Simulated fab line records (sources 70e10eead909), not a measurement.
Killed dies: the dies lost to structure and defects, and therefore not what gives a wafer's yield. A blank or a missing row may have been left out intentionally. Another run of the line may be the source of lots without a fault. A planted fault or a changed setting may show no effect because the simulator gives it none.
fab line records	flow nand-harc	part 1 of 2: steps 1 to 4 of 6
record: lots: 23	wafers: 69	last-day: 34
route steps=1302 shown A_STAIRCASE@766 A_SGD_CUT@907 A_SLIT@943
lots that met no fault: taken from a fault-free run of the same line
start-h: hours from the record's opening day to when the first of the lot's shown wafers began	wait-h: hours since the lot's step before	" repeats the value in the row above	L1.1+2: several wafers, shown together as one row	- no value, or no start given	* or withheld: withheld	< > ~ a bound
route shown NAME@n: names a module that has steps shown in the file, with the first one's number in the route	usual: mean/standard deviation taken from wafers without a fault	same: alike in all rows	chamber/n: place in a boat	sites: the reading at each site	_std_site: the values' standard deviation	_edge_site: inner sites' mean taken away from outer sites' mean	radius-mm: for every site, how far away it sits from the centre of the wafer	mask NAME#n: copy n	behind: the most recent tool/chamber to have shaped the wafer	hold: cause of the lot's hold/its duration in hours/its outcome	device: names the non-switching transistor (n, p or np)	end of line: tests run on the same wafers once the route is complete	a step with no rows: only its recipe	killed: not the wafer's yield, but the dies lost to structure and defects at the first sort	map: the dies of a wafer, with x for killed, . for not killed, _ for no die there
set.NAME: the setting as run; set.NAME@STEP: as run at that earlier step	model.NAME: the simulator's own value behind a step, which no gauge read
the route's steps for a sample of lots (tables are steps, rows are wafers)
services: a tool's chamber out of use, with start hour (start-h, from the record's first day; less than 0 if before it), hours out, and reason
== steps ==
step: NHARC_A_STAIRCASE_DESCUM_252
recipe: time-s: 3	o2-flow-sccm: 200	ar-flow-sccm: 0	bias-power-w: 0	chemistry: O2
usual: drypump-motor-current-A: 5.7/0.51	oes-product-au: 1.000/0.007	rf-vpp-V: 57.7/0.91	showerhead-plenum-p-Torr: 1.91/0.099	throttle-valve-pct: 11.311/0.0089
lot.wafer	tool	chamber	start-h	wait-h	drypump-motor-current-A	oes-product-au	rf-hours-counter-h	rf-vpp-V	showerhead-plenum-p-Torr	throttle-valve-pct
L074.4	rie-diel-01	2	372.27	-	5.7	0.992	55	59.6	2.06	11.302
L074.6	"	2	"	"	5.7	1.006	-	58.4	2.06	11.309
L074.5	"	3	"	"	5.8	1.008	-	57.4	1.81	11.303
L076.2	rie-diel-01	2	378.11	-	5.8	0.985	57	58.4	2.06	11.316
L076.4	"	2	"	"	5.7	0.985	-	58.5	2.06	11.332
L076.5	"	1	"	"	5.4	0.990	-	57.6	1.92	11.313
L075.2	rie-diel-01	2	378.40	-	5.8	0.997	57	58.6	2.06	11.309
L075.3	"	3	"	"	5.8	0.997	60	55.8	1.81	11.305
L075.5	"	3	"	"	5.9	1.007	-	56.0	1.81	11.296
L078.3	rie-diel-09	2	403.64	-	6.2	0.993	23	60.2	2.07	11.306
L078.4	"	3	"	"	6.4	0.998	23	57.7	1.92	11.311
L078.1	"	0	"	"	6.0	0.994	25	57.3	1.79	11.296
L077.1	rie-diel-09	1	404.01	-	4.7	1.000	26	57.9	1.93	11.294
L077.2	"	2	"	"	6.1	0.990	23	59.6	2.07	11.307
L077.3	"	3	"	"	6.4	0.995	23	57.9	1.92	11.308
L080.3	rie-diel-09	1	412.43	-	4.7	0.999	29	58.3	1.93	11.306
L080.1	"	2	"	"	6.1	1.007	26	57.3	2.07	11.308
L080.5	"	2	"	"	6.1	0.996	-	59.4	2.07	11.289
L079.2	rie-diel-09	3	412.99	-	6.5	1.002	26	58.4	1.92	11.308
L079.4	"	0	"	"	6.0	1.003	28	56.7	1.79	11.301
L079.1	"	2	"	"	6.2	0.999	26	58.7	2.07	11.316
L082.3	rie-diel-01	2	438.19	-	5.8	1.014	15	58.3	2.05	11.304
L082.1	"	3	"	"	5.9	1.011	15	58.0	1.81	11.299
L082.6	"	2	"	"	5.8	1.000	-	58.0	2.05	11.309
L081.1	rie-diel-09	2	441.16	-	6.2	1.005	35	59.8	2.06	11.316
L081.4	"	3	"	"	6.4	0.997	33	57.9	1.92	11.322
L081.3	"	0	"	"	6.0	0.992	35	57.6	1.79	11.303
L083.1	rie-diel-01	3	447.47	-	5.8	1.002	21	58.2	1.81	11.299
L083.4	"	1	"	"	5.5	0.991	20	58.4	1.91	11.315
L083.6	"	3	"	"	5.9	0.999	-	56.6	1.81	11.306
L084.2	rie-diel-09	0	466.60	-	6.0	0.986	42	57.3	1.79	11.321
L084.5	"	0	"	"	6.0	0.986	-	57.4	1.79	11.313
L084.6	"	1	"	"	4.7	0.994	-	58.1	1.93	11.302
L085.1	rie-diel-09	0	467.06	-	6.0	1.000	42	56.6	1.79	11.318
L085.3	"	1	"	"	4.7	1.007	47	59.2	1.93	11.316
L085.2	"	3	"	"	6.4	1.002	39	58.8	1.92	11.314
L086.4	rie-diel-09	0	479.72	-	6.0	0.996	48	57.2	1.79	11.323
L086.3	"	2	"	"	6.1	0.992	46	57.4	2.06	11.299
L086.6	"	3	"	"	6.5	1.005	-	57.8	1.92	11.326
L087.2	rie-diel-01	1	498.44	-	5.4	0.998	35	57.7	1.90	11.298
L087.5	"	1	"	"	5.5	0.998	-	57.1	1.90	11.317
L087.6	"	3	"	"	5.9	1.008	-	58.6	1.80	11.310
L088.4	rie-diel-09	2	512.09	-	6.1	1.002	0	57.1	2.06	11.321
L088.2	"	0	"	"	6.0	0.998	1	57.9	1.79	11.325
L088.5	"	3	"	"	6.5	0.998	-	58.8	1.92	11.318
L089.2	rie-diel-09	0	512.32	-	6.0	0.998	1	57.3	1.78	11.312
L089.4	"	1	"	"	4.7	1.004	0	58.7	1.92	11.306
L089.5	"	2	"	"	6.2	1.003	-	58.8	2.06	11.296
L090.3	rie-diel-01	1	525.21	-	5.4	1.005	46	57.5	1.90	11.310
L090.4	"	2	"	"	5.7	0.999	38	57.9	2.04	11.318
L090.6	"	3	"	"	5.8	0.997	-	57.1	1.80	11.321
L092.4	rie-diel-06	3	541.82	-	5.7	1.009	19	56.2	1.79	11.317
L092.2	"	0	"	"	5.2	1.009	15	58.1	1.80	11.323
L092.6	"	1	"	"	6.3	1.000	-	57.8	1.81	11.311
L091.4	rie-diel-01	2	542.12	-	5.7	1.001	44	59.1	2.04	11.308
L091.3	"	3	"	"	5.8	1.008	52	57.6	1.80	11.306
L091.6	"	2	"	"	5.7	1.001	-	57.6	2.04	11.315
L093.2	rie-diel-06	2	546.58	-	6.2	1.002	21	57.6	2.01	11.306
L093.6	"	1	"	"	6.3	0.998	-	57.4	1.81	11.308
L093.5	"	2	"	"	6.2	0.999	-	57.2	2.01	11.295
L095.4	rie-diel-06	0	577.62	-	5.2	1.004	23	55.9	1.79	11.316
L095.2	"	1	"	"	6.3	1.011	31	57.9	1.81	11.318
L095.6	"	0	"	"	5.2	1.001	-	58.5	1.79	11.317
L097.4	rie-diel-06	1	599.40	-	6.3	1.009	37	56.7	1.81	11.301
L097.2	"	3	"	"	5.7	1.011	36	57.5	1.78	11.312
L097.6	"	0	"	"	5.2	1.002	-	58.7	1.79	11.313
L096.1	rie-diel-09	1	603.69	-	4.7	1.002	33	57.6	1.91	11.311
L096.3	"	2	"	"	6.1	1.007	33	58.4	2.05	11.318
L096.2	"	0	"	"	6.0	0.999	31	57.6	1.78	11.323
step: NHARC_A_STAIRCASE_HM_DEP_456
recipe: target-thk-a: 31000	temp-c: 400	material: aC
usual: throttle-valve-pct: 34.999/0.009
lot.wafer	tool	chamber	start-h	wait-h	throttle-valve-pct
L074.4	acl-dep-03	0	374.18	-	35.000
L074.5	"	0	"	"	34.993
L074.6	"	0	"	"	35.000
L076.2	acl-dep-02	0	380.69	-	34.998
L076.4	"	0	"	"	35.002
L076.5	"	0	"	"	34.989
L075.2	acl-dep-03	0	381.17	-	35.007
L075.3	"	0	"	"	34.981
L075.5	"	0	"	"	35.004
L078.1	acl-dep-03	0	404.62	-	35.017
L078.3	"	0	"	"	35.014
L078.4	"	0	"	"	35.013
L077.1	acl-dep-02	0	404.99	-	35.004
L077.2	"	0	"	"	35.016
L077.3	"	0	"	"	35.002
L080.1	acl-dep-02	0	413.50	-	35.016
L080.3	"	0	"	"	35.009
L080.5	"	0	"	"	34.999
L079.1	acl-dep-02	0	415.36	-	34.993
L079.2	"	0	"	"	34.995
L079.4	"	0	"	"	34.980
L082.1	acl-dep-02	0	439.17	-	35.007
L082.3	"	0	"	"	34.993
L082.6	"	0	"	"	34.998
L081.1	acl-dep-02	0	442.90	-	34.997
L081.3	"	0	"	"	34.990
L081.4	"	0	"	"	35.002
L083.1	acl-dep-01	0	449.36	-	34.989
L083.4	"	0	"	"	35.002
L083.6	"	0	"	"	35.015
L084.2	acl-dep-01	0	468.44	-	34.998
L084.5	"	0	"	"	34.995
L084.6	"	0	"	"	34.995
L085.1	acl-dep-01	0	469.99	-	34.988
L085.2	"	0	"	"	34.993
L085.3	"	0	"	"	34.997
L086.3	acl-dep-02	0	481.30	-	35.008
L086.4	"	0	"	"	35.010
L086.6	"	0	"	"	35.011
L087.2	acl-dep-01	0	501.52	-	35.000
L087.5	"	0	"	"	35.005
L087.6	"	0	"	"	34.985
L088.2	acl-dep-03	0	513.39	-	34.998
L088.4	"	0	"	"	34.992
L088.5	"	0	"	"	34.993
L089.2	acl-dep-01	0	513.67	-	35.002
L089.4	"	0	"	"	34.996
L089.5	"	0	"	"	34.994
L090.3	acl-dep-03	0	527.91	-	34.991
L090.4	"	0	"	"	35.010
L090.6	"	0	"	"	34.994
L092.2	acl-dep-01	0	543.59	-	34.998
L092.4	"	0	"	"	35.003
L092.6	"	0	"	"	34.997
L091.3	acl-dep-03	0	545.70	-	35.005
L091.4	"	0	"	"	34.989
L091.6	"	0	"	"	35.000
L093.2	acl-dep-03	0	547.88	-	35.001
L093.5	"	0	"	"	34.998
L093.6	"	0	"	"	35.006
L095.2	acl-dep-03	0	579.32	-	34.995
L095.4	"	0	"	"	34.986
L095.6	"	0	"	"	34.986
L097.2	acl-dep-01	0	601.16	-	34.988
L097.4	"	0	"	"	35.004
L097.6	"	0	"	"	34.996
L096.1	acl-dep-01	0	607.99	-	34.993
L096.2	"	0	"	"	34.983
L096.3	"	0	"	"	35.016
step: NHARC_A_STAIRCASE_DESCUM_291
recipe: time-s: 3	o2-flow-sccm: 200	ar-flow-sccm: 0	bias-power-w: 0	chemistry: O2
usual: drypump-motor-current-A: 5.7/0.49	oes-product-au: 1.002/0.0074	rf-vpp-V: 57.6/1	showerhead-plenum-p-Torr: 1.88/0.094	throttle-valve-pct: 11.310/0.0091
lot.wafer	tool	chamber	start-h	wait-h	drypump-motor-current-A	oes-product-au	rf-hours-counter-h	rf-vpp-V	showerhead-plenum-p-Torr	throttle-valve-pct
L074.4	rie-diel-09	0	381.86	-	6.0	0.998	16	57.3	1.80	11.315
L074.6	"	0	"	"	6.0	1.006	-	55.2	1.80	11.306
L074.5	"	1	"	"	4.7	1.014	-	58.1	1.94	11.314
L076.2	rie-diel-01	3	393.12	-	5.9	1.003	0	58.3	1.81	11.316
L076.4	"	2	"	"	5.7	1.002	0	58.5	2.06	11.297
L076.5	"	0	"	"	5.3	0.991	-	58.8	1.88	11.304
L075.2	rie-diel-06	1	394.86	-	6.3	0.990	28	57.3	1.83	11.305
L075.3	"	2	"	"	6.2	0.988	27	59.4	2.03	11.319
L075.5	"	3	"	"	5.7	1.009	-	57.2	1.80	11.299
L078.4	rie-diel-06	0	413.19	-	5.2	1.009	33	55.6	1.81	11.322
L078.3	"	1	"	"	6.3	0.997	37	56.7	1.83	11.316
L078.1	"	2	"	"	6.1	0.994	35	57.9	2.02	11.305
L077.1	rie-diel-09	3	413.78	-	6.4	1.015	26	58.0	1.92	11.317
L077.2	"	1	"	"	4.7	1.005	29	57.5	1.93	11.304
L077.3	"	2	"	"	6.1	0.995	26	57.7	2.07	11.302
L080.1	rie-diel-09	3	422.38	-	6.5	1.011	28	58.0	1.92	11.316
L080.3	"	2	"	"	6.2	1.002	28	58.4	2.07	11.317
L080.5	"	1	"	"	4.7	0.994	-	57.3	1.93	11.318
L079.2	rie-diel-01	0	424.55	-	5.3	0.992	15	57.4	1.87	11.297
L079.1	"	1	"	"	5.5	0.997	15	59.1	1.91	11.309
L079.4	"	2	"	"	5.7	1.002	12	58.7	2.05	11.322
L082.3	rie-diel-06	1	447.87	-	6.3	0.995	45	56.4	1.82	11.311
L082.1	"	2	"	"	6.1	0.997	44	58.0	2.02	11.315
L082.6	"	1	"	"	6.3	1.007	-	56.5	1.82	11.312
L081.4	rie-diel-06	0	452.62	-	5.3	0.995	44	56.6	1.80	11.322
L081.1	"	2	"	"	6.1	1.002	45	58.5	2.02	11.313
L081.3	"	3	"	"	5.6	1.014	43	58.6	1.80	11.300
L083.1	rie-diel-09	0	461.29	-	6.0	1.000	41	57.5	1.79	11.311
L083.4	"	1	"	"	4.7	0.997	45	57.8	1.93	11.309
L083.6	"	0	"	"	6.0	0.998	-	57.5	1.79	11.305
L085.1	rie-diel-06	2	478.63	-	6.2	1.012	57	57.7	2.02	11.307
L085.3	"	0	"	"	5.2	1.002	55	55.9	1.80	11.299
L085.2	"	1	"	"	6.3	0.992	58	54.9	1.82	11.307
L084.2	rie-diel-06	0	480.98	-	5.2	0.994	56	56.7	1.80	11.308
L084.6	"	0	"	"	5.3	0.993	-	58.3	1.80	11.324
L084.5	"	1	"	"	6.3	0.993	-	57.3	1.82	11.323
L086.4	rie-diel-06	3	495.47	-	5.6	1.010	0	58.9	1.79	11.314
L086.3	"	1	"	"	6.3	1.012	0	58.3	1.82	11.332
L086.6	"	0	"	"	5.2	1.012	-	56.9	1.80	11.291
L087.2	rie-diel-06	0	510.75	-	5.2	1.004	7	56.8	1.80	11.310
L087.5	"	0	"	"	5.2	1.004	-	57.9	1.80	11.307
L087.6	"	1	"	"	6.3	1.007	-	56.8	1.82	11.304
L088.2	rie-diel-06	3	522.64	-	5.6	1.012	13	56.1	1.79	11.288
L088.4	"	0	"	"	5.2	1.002	8	56.8	1.80	11.306
L088.5	"	2	"	"	6.1	1.001	-	59.0	2.01	11.308
L089.2	rie-diel-01	1	522.90	-	5.4	1.006	45	57.1	1.90	11.316
L089.4	"	2	"	"	5.7	1.010	38	58.5	2.04	11.293
L089.5	"	0	"	"	5.4	1.005	-	56.8	1.86	11.299
L090.3	rie-diel-06	2	538.89	-	6.1	1.000	20	56.8	2.01	11.326
L090.4	"	1	"	"	6.3	0.998	19	56.4	1.81	11.311
L090.6	"	3	"	"	5.7	1.005	-	58.2	1.79	11.316
L092.2	rie-diel-06	2	552.23	-	6.2	0.996	23	57.8	2.01	11.310
L092.4	"	2	"	"	6.1	1.008	-	59.5	2.01	11.321
L092.6	"	1	"	"	6.3	0.998	-	58.0	1.81	11.302
L091.4	rie-diel-09	2	554.85	-	6.1	1.005	13	58.1	2.06	11.317
L091.3	"	3	"	"	6.4	0.992	14	58.6	1.91	11.308
L091.6	"	2	"	"	6.2	0.994	-	58.3	2.06	11.321
L093.2	rie-diel-01	1	560.70	-	5.5	0.983	56	56.8	1.90	11.315
L093.5	"	3	"	"	5.9	0.991	-	58.2	1.80	11.304
L093.6	"	0	"	"	5.4	1.001	-	58.0	1.86	11.303
L095.2	rie-diel-06	0	587.81	-	5.2	1.006	25	56.5	1.79	11.310
L095.4	"	3	"	"	5.6	1.013	31	58.0	1.79	11.312
L095.6	"	0	"	"	5.2	1.006	-	57.6	1.79	11.310
L097.4	rie-diel-01	2	612.64	-	5.7	0.999	14	58.2	2.04	11.327
L097.2	"	0	"	"	5.4	1.004	12	55.9	1.85	11.306
L097.6	"	2	"	"	5.8	1.004	-	59.1	2.04	11.326
L096.2	rie-diel-09	0	621.80	-	6.0	1.002	37	55.2	1.77	11.308
L096.3	"	2	"	"	6.2	1.000	41	58.8	2.05	11.298
L096.1	"	3	"	"	6.4	0.994	38	57.9	1.90	11.310
step: NHARC_A_SGD_CUT_ETCH_15
recipe: target-depth-a: 750	time-s: 64.3	ch3f-flow-sccm: 50	o2-flow-sccm: 30	ar-flow-sccm: 200	rf-w: 500	bias-w: 100	chemistry: CH3F/O2
usual: bias-w: 100.01/0.27	drypump-motor-current-A: 5.8/0.47	oes-product-au: 0.963/0.016	rf-vpp-V: 262.9/1.7	showerhead-plenum-p-Torr: 2.39/0.1	throttle-valve-pct: 20.664/0.0092
lot.wafer	tool	chamber	start-h	wait-h	bias-w	drypump-motor-current-A	oes-product-au	rf-hours-counter-h	rf-vpp-V	showerhead-plenum-p-Torr	throttle-valve-pct
L074.4	rie-diel-05	1	-	-	100.04	5.2	0.979	3	259.6	2.28	20.662
L074.5	"	0	"	"	100.07	5.0	0.976	-	266.3	2.61	20.674
L074.6	"	1	"	"	99.73	5.2	0.967	-	261.8	2.28	20.661
L076.4	rie-diel-05	1	-	-	100.48	5.2	0.972	4	259.6	2.28	20.654
L076.2	"	0	"	"	99.88	4.9	0.958	3	267.2	2.61	20.668
L076.5	"	1	"	"	100.27	5.2	0.972	-	260.2	2.28	20.667
L075.3	rie-diel-04	3	-	-	99.70	5.8	0.972	4	262.4	2.38	20.671
L075.2	"	1	"	"	100.75	5.5	0.958	3	261.1	2.29	20.660
L075.5	"	3	"	"	100.17	5.7	0.975	-	262.8	2.38	20.664
L077.1	rie-diel-04	1	-	-	100.31	5.6	0.961	5	262.1	2.29	20.670
L077.3	"	2	"	"	99.93	6.4	0.988	5	263.6	2.39	20.658
L077.2	"	0	"	"	100.30	5.7	0.964	5	262.1	2.46	20.664
L079.1	rie-diel-04	0	-	-	99.70	5.8	0.938	5	263.8	2.46	20.669
L079.4	"	2	"	"	99.93	6.4	0.963	5	262.6	2.39	20.657
L079.2	"	3	"	"	99.69	5.8	0.954	5	262.1	2.38	20.682
L078.1	rie-diel-05	2	-	-	99.95	5.7	0.964	8	263.7	2.48	20.656
L078.4	"	3	"	"	100.32	5.8	0.951	8	263.0	2.43	20.650
L078.3	"	0	"	"	99.87	5.0	0.944	6	266.6	2.61	20.664
L080.3	rie-diel-04	3	-	-	99.75	5.8	0.979	5	261.6	2.38	20.663
L080.1	"	0	"	"	100.38	5.7	0.972	6	263.2	2.46	20.668
L080.5	"	0	"	"	100.35	5.8	0.983	-	264.3	2.46	20.670
L081.4	rie-diel-04	2	-	-	100.42	6.4	0.985	7	261.8	2.39	20.665
L081.3	"	3	"	"	99.64	5.7	0.986	7	262.6	2.38	20.665
L081.1	"	1	"	"	99.85	5.6	0.965	7	259.6	2.29	20.660
L082.3	rie-diel-10	2	-	-	99.75	5.8	0.973	3	262.4	2.30	20.674
L082.1	"	1	"	"	100.03	5.2	0.981	4	265.1	2.54	20.646
L082.6	"	3	"	"	99.62	6.3	0.952	-	261.5	2.29	20.663
L083.1	rie-diel-05	3	-	-	100.05	5.8	0.980	12	262.0	2.43	20.682
L083.4	"	0	"	"	100.41	4.9	0.971	10	266.8	2.61	20.665
L083.6	"	2	"	"	100.27	5.7	0.973	-	264.5	2.48	20.676
L085.3	rie-diel-10	1	-	-	99.67	5.1	0.971	6	266.0	2.54	20.662
L085.1	"	2	"	"	100.22	5.8	0.976	5	262.4	2.30	20.671
L085.2	"	0	"	"	100.33	6.6	0.965	5	261.5	2.34	20.672
L084.2	rie-diel-10	1	-	-	100.63	5.2	0.944	6	265.2	2.54	20.653
L084.5	"	0	"	"	100.11	6.6	0.947	-	261.8	2.34	20.664
L084.6	"	1	"	"	100.04	5.2	0.935	-	264.6	2.54	20.661
L086.4	rie-diel-10	0	-	-	100.40	6.6	0.963	6	261.8	2.33	20.672
L086.3	"	1	"	"	100.07	5.2	0.963	6	264.7	2.54	20.650
L086.6	"	3	"	"	99.47	6.3	0.968	-	261.8	2.29	20.655
L087.2	rie-diel-10	0	-	-	99.88	6.6	0.964	7	262.0	2.34	20.655
L087.6	"	2	"	"	100.07	5.7	0.964	-	261.7	2.30	20.676
L087.5	"	3	"	"	100.50	6.3	0.969	-	261.7	2.29	20.653
L088.2	rie-diel-05	1	-	-	99.68	5.2	0.956	16	261.3	2.27	20.671
L088.5	"	2	"	"	100.12	5.7	0.971	-	263.8	2.48	20.662
L088.4	"	0	"	"	100.23	4.9	0.962	-	266.3	2.60	20.673
L089.2	rie-diel-10	3	-	-	99.97	6.3	0.943	8	261.8	2.29	20.657
L089.4	"	0	"	"	100.47	6.6	0.952	7	261.2	2.33	20.673
L089.5	"	1	"	"	99.87	5.2	0.939	-	265.3	2.54	20.650
L090.4	rie-diel-04	0	-	-	99.97	5.8	0.972	3	262.9	2.46	20.661
L090.3	"	2	"	"	99.77	6.4	0.951	3	262.3	2.39	20.680
L090.6	"	0	"	"	99.79	5.8	0.977	-	264.2	2.46	20.660
L091.3	rie-diel-10	3	-	-	100.37	6.3	0.975	0	261.1	2.29	20.662
L091.4	"	0	"	"	100.30	6.6	0.973	0	260.8	2.33	20.652
L091.6	"	3	"	"	99.97	6.3	0.976	-	262.0	2.29	20.662
L092.4	rie-diel-05	0	-	-	99.30	5.0	0.916	2	265.1	2.60	20.676
L092.2	"	1	"	"	100.11	5.2	0.915	1	261.1	2.27	20.650
L092.6	"	0	"	"	99.62	4.9	0.922	-	265.6	2.60	20.648
L093.2	rie-diel-04	2	-	-	99.81	6.3	0.938	4	264.1	2.39	20.673
L093.6	"	0	"	"	100.06	5.7	0.949	-	263.6	2.46	20.672
L093.5	"	1	"	"	100.01	5.6	0.960	-	261.9	2.29	20.669
L095.4	rie-diel-10	2	-	-	100.10	5.7	0.969	3	262.0	2.29	20.652
L095.2	"	3	"	"	99.82	6.3	0.985	3	259.2	2.29	20.667
L095.6	"	3	"	"	99.95	6.3	0.980	-	261.1	2.29	20.645
L097.2	rie-diel-10	1	-	-	99.96	5.2	0.983	4	263.9	2.54	20.675
L097.4	"	3	"	"	99.79	6.3	0.958	3	260.8	2.29	20.652
L097.6	"	0	"	"	99.94	6.6	0.995	-	261.1	2.33	20.645
L096.1	rie-diel-04	0	-	-	99.99	5.8	0.948	7	264.9	2.46	20.667
L096.3	"	1	"	"	99.67	5.5	0.980	7	261.4	2.29	20.670
L096.2	"	2	"	"	99.93	6.3	0.966	7	264.5	2.39	20.663
